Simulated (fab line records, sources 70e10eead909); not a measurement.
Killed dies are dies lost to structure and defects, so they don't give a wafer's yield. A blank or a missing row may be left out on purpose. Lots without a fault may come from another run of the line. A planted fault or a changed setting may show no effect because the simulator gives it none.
Problem report in the 8D (eight disciplines) form, filled by code | flow nand_harc | the parts of the form that need people (team, actions taken, sign-off) are left out

1. THE PROBLEM
run_length_s at NHARC_A_CONTACT_ETCH_50 reads a mean of 70.5 s on 3 wafers of 3 lots; wafers without a fault read 81.9 s with a standard deviation of 0.52. That is -22 standard deviations from the usual mean.
The step: etches the open film in CF4/CHF3, target depth 121 nm, time 60.5 s.
First seen on wafer L604.5, day 24 22:14, on rie_diel-05. The record holds 40 wafers of 14 lots with a number at this step. Rule for "out", or "out of limits": more than 4 standard deviations from the usual mean. The other wafers with a number count as sound.

2. WHAT IT IS AND WHAT IT IS NOT
question                    | is                     | is not
which readings at this step | run_length_s           | drypump_motor_current_A, rf_vpp_V, showerhead_plenum_p_Torr, throttle_valve_pct
which lots                  | L604, L608, L609       | L596, L597, L599, L600, L611, L614, L615, L616, L617, L618, L619
which wafers of those lots  | L604.5, L608.6, L609.5 | L604.3, L608.1, L608.2, L609.4
read on which tools         | rie_diel-05            | rie_diel-01, rie_diel-10
when                        | from day 24 22:14      | up to then (13 sound wafers); but 24 sound wafers of L608, L609, L611, L614, L615, L616, L617, L618, L619 came after

3. SUSPECTS, AND WHAT RULES EACH OUT
Counting: a tool at a process step up to the reading stays a suspect if it ran every lot that is out. Sound lots after the first of them don't rule it out here, since some wafers of a struck lot are sound.
- rie_diel-05 at NHARC_A_CONTACT_ETCH_50 (etches the open film in CF4/CHF3, target depth 121 nm, time 60.5 s): kept. It ran every lot that is out, first L604 (day 24 22:14); its last sound lot up to then is L596 (day 21 19:23). Its own readings are out on those wafers: run_length_s.
Left after counting: rie_diel-05 at NHARC_A_CONTACT_ETCH_50.

4. THE CAUSE (what the simulator had put in)
Process parameter drift: rie_diel-05, from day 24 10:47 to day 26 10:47, at NHARC_A_CONTACT_ETCH_50. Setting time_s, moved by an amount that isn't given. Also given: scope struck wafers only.
Counting left only this tool.

5. THE CHAIN OF EFFECTS, in route order
Each row: a reading whose mean over the struck wafers that have a number lies more than 3 standard deviations from the usual. Only readings for which the record gives a usual standard deviation are gone through. hours: the time from each lot's start at the first step in this table that gives one to its start at this step, as a median over the lots. sigmas: the change in usual standard deviations.
hours | step                    | reading      | usual  | on struck wafers | change | sigmas
0     | NHARC_A_CONTACT_ETCH_50 | run_length_s | 81.9 s | 70.5             | -11.4  | -22
The process steps in it:
- NHARC_A_CONTACT_ETCH_50: etches the open film in CF4/CHF3, target depth 121 nm, time 60.5 s.
Later measuring or inspecting steps at which every struck wafer that the step has a row for has a number for every such reading, and none has moved that far: NHARC_END_SORT_01.

6. WHAT WOULD HAVE CAUGHT IT SOONER
In this record the first reading out of limits was taken at day 24 22:14, 11 hours after the fault began at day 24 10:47.
